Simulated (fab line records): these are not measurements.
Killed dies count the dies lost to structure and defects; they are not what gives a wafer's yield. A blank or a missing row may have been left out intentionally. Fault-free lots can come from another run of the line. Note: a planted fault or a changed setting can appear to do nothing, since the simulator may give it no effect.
Matching of chambers + flow n5_finfet + N5_BEOL_M8_DEP_56 on pecvd-04: 3 sister chambers
The step deposits SiCN from 3MS/NH3, target thk 10 nm, time 17.5 s. 3 wafers are shown with their chamber, then 7 later ones without.

## WAFERS PAIRED WITH THEIR CHAMBERS
| wafer  | chamber | showerhead_plenum_p_Torr (Torr) |
|--------|---------|---------------------------------|
| L745.6 | 0       | 3.680                           |
| L760.2 | 1       | 3.648                           |
| L760.3 | 2       | 3.660                           |

## WAFERS MISSING THEIR CHAMBER
| wafer  | showerhead_plenum_p_Torr (Torr) |
|--------|---------------------------------|
| L760.5 | 3.652                           |
| L763.2 | 3.648                           |
| L763.3 | 3.663                           |
| L763.4 | 3.666                           |
| L765.2 | 3.683                           |
| L765.3 | 3.650                           |
| L765.4 | 3.666                           |

## WHICH CHAMBER EACH WENT THROUGH
| wafer  | from the rows above     | in truth |
|--------|-------------------------|----------|
| L760.5 | can't be placed: 1 or 2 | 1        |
| L763.2 | 1                       | 1        |
| L763.3 | 2                       | 2        |
| L763.4 | 2                       | 2        |
| L765.2 | 0                       | 0        |
| L765.3 | 1                       | 1        |
| L765.4 | 2                       | 2        |
Correct placement for 6 of the 7. Unplaceable from these rows: 1, with the true chamber sitting among the candidates in 1. Wrongly placed: 0.
How it was worked out, from the rows above alone: a wafer's distance from a chamber is the root of the sum, over the readings, of the square of ((its reading less the chamber's mean) divided by the reading's scatter). If the next closest chamber is less than 2 further off than the closest, the wafer can't be placed; otherwise it belongs to the closest. For every chamber, the mean is computed from those of its wafers that are shown. The scatter (one wafer shown for each chamber): square how far every hidden wafer sits from the nearest shown wafer, average those squares and take the square root.
